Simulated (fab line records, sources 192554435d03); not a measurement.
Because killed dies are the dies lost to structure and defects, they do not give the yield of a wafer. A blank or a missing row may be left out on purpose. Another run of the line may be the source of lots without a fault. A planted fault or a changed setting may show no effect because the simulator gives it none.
A struck lot beside a sound one + flow n5_finfet + 19 out of 1938 route steps
Sound: these wafers, L255.2, L255.3, L255.6. Wafers L276.1, L276.5, L276.6 were the ones struck. The cause comes at the end.
At each step with rows: each side's tool, then ch and its chambers, then its first start. Under that, the readings that differ: sound wafers + struck wafers + difference of the means + sigmas: that difference in standard deviations of wafers without a fault.
alike: readings with means less than 2 such deviations apart, plus words and numbers identical on both sides. not compared: withheld readings, readings lacking a value on some wafer, bounds such as >300 that could conceal the same value, and numbers that have no deviation in the record and whose values overlap.
Wherever a step has rows on one side only, a row that says differs or no value, or a row with sigmas, the two part there. Numbers that have no deviation but don't overlap get no sigmas and don't part them. A reading missing from all wafers of one side parts the sides only when that side holds two or more wafers.

N5_BEOL_M4_ANNEAL_95: time 240 s.
  sound on pvd_sputter-03 at day 8 00:02; struck on pvd_sputter-01 at day 13 05:14
  alike: heater_power_w, susceptor_temp_C_max
then, 2 steps without rows for these wafers: N5_BEOL_M4_SPUTTER_96 (material Cu, target thk 4.5 nm, time 8.29 s); N5_BEOL_M4_ECD_50 (material Cu, target thk 300 nm).
N5_BEOL_M4_ANNEAL_51: time 90 s.
  sound on rtp_anneal-02 ch 0, day 8 00:26; struck on rtp_anneal-02 ch 0, day 13 05:46
  alike: anneal_temp_c, wafer_temp_C_max
then, 1 step without rows for these wafers: N5_BEOL_M4_CMP_52 (polishes, stops on SiOC, t overpolish 6.8 s, target thk 40 nm).
N5_BEOL_M4_THK_MEAS_53: measures by xrf.
  sound on film_metro-02 at day 8 00:58; struck on film_metro-01 at day 13 06:21
  alike: M4_THK
N5_BEOL_M4_PRE_CLEAN_60: time 15 s.
  sound on cvd_co-01 ch 1,2, day 8 01:02; struck on cvd_co-01 ch 1,2, day 13 06:23
  alike: heater_power_w, rf_fwd_power_W
N5_BEOL_M4_CO_CAP_55: material Co, precursor CCTBA/H2, target thk 2 nm, time 102.1 s.
  sound on cvd_co-01 ch 1,2, day 8 01:05; struck on cvd_co-01 ch 1,2, day 13 06:26
  alike: chamber_pressure_Torr, heater_power_w
then, 2 steps without rows for these wafers: N5_BEOL_M4_PRE_CLEAN_56 (time 15 s); N5_BEOL_M4_DEP_57 (deposits SiCN from 3MS/NH3, target thk 8 nm, time 14 s).
N5_BEOL_M4_RS_MEAS_58: a four-point-probe measurement.
  sound on film_metro-01 at day 8 01:16; struck on film_metro-01 at day 13 06:37
  alike: M4_RS
N5_BEOL_M4_INSPECT_59: inspects for defects (darkfield).
  sound on defect_inspect-01 at day 8 01:18; struck on defect_inspect-01 at day 13 06:38
  alike: raw_defect_count
N5_BEOL_M4_RC_MEAS_101:
  sound on prober-01 ch 0, day 8 01:29; struck on prober-02 ch 0, day 13 06:40
  alike: DIBL_N, DIBL_P, IOFF_N, IOFF_P, ION_N, ION_P, SS_N, SS_P, VT_N, VT_P
N5_BEOL_M5_ILD_DEP_00: deposits SiCOH lowk from DEMS/porogen, target thk 140.64 nm, time 25.9 s.
  sound on pecvd-01 ch 0,1,2, day 8 02:17; struck on pecvd-04 ch 0,1,2, day 13 07:37
  alike: chamber_pressure_Torr, heater_power_w, rf_fwd_power_W, showerhead_plenum_p_Torr, throttle_valve_pct
then, 1 step without rows for these wafers: N5_BEOL_M5_CURE_79 (cures SiCOH lowk, time 240 s).
N5_BEOL_M5_THK_MEAS_01:
  sound on film_metro-01 at day 8 02:52; struck on film_metro-01 at day 13 08:24
| reading         | sound             | struck            | difference | sigmas |
|-----------------|-------------------|-------------------|------------|--------|
| M5_ILD_THK (nm) | 119.0 118.9 122.4 | 123.9 124.8 124.6 | +4.3       | +3     |
N5_BEOL_M5_PECVD_70: deposits SiO2 from TEOS/O2, target thk 16 nm, time 18 s.
  sound on pecvd-04 ch 0,1, day 8 02:54; struck on pecvd-02 ch 0,1, day 13 08:26
  no value came back on the struck wafers for any of 6 readings (chamber_pressure_Torr (Torr), heater_power_outer_w (W) and others); on the sound wafers chamber_pressure_Torr (Torr) reads 5.506 5.506 5.504
then, 1 step without rows for these wafers: N5_BEOL_M5_HM_DEP_02 (deposits TiN, target thk 20 nm).
-- record jumps: 5 days separate the struck wafers' starts on either side; left off in module BEOL_M5, taken up again in module PASSIVATION, whose first shown step is the route's number 1936 --
N5_PASSIVATION_PROBE_49:
  sound on prober-02 at day 12 08:00; struck on prober-01 at day 18 02:43
| reading                  | sound          | struck         | difference | sigmas |
|--------------------------|----------------|----------------|------------|--------|
| defect_limited_yield (%) | 91.4 89.5 90.9 | 63.7 64.1 65.2 | -26.3      | -18    |
| killed_at_M4_up          | 13 19 8        | 345 320 327    | +317       | +58    |
| killed_dies              | 102 124 107    | 428 424 411    | +310       | +17    |
| killed_on_rim            | 13 17 11       | 128 119 17     | +74        | +18    |
| sort_bin_5_function (%)  | 4.8 6.2 5.4    | 31.4 31.4 32.2 | +26.2      | +26    |
| sort_n_pass              | 1078 1056 1073 | 752 756 769    | -310       | -17    |
| sort_yield_pct (%)       | 91.4 89.5 90.9 | 63.7 64.1 65.2 | -26.3      | -18    |
  alike: killed_at_M0_to_M3, killed_at_contacts, killed_at_front_end, killed_at_other, killed_open, killed_short, sort_bin_6_memory

## WHERE THEY PART
At N5_BEOL_M5_THK_MEAS_01 first; at N5_PASSIVATION_PROBE_49 last (within this record only).

WHY: whatever the simulator had introduced
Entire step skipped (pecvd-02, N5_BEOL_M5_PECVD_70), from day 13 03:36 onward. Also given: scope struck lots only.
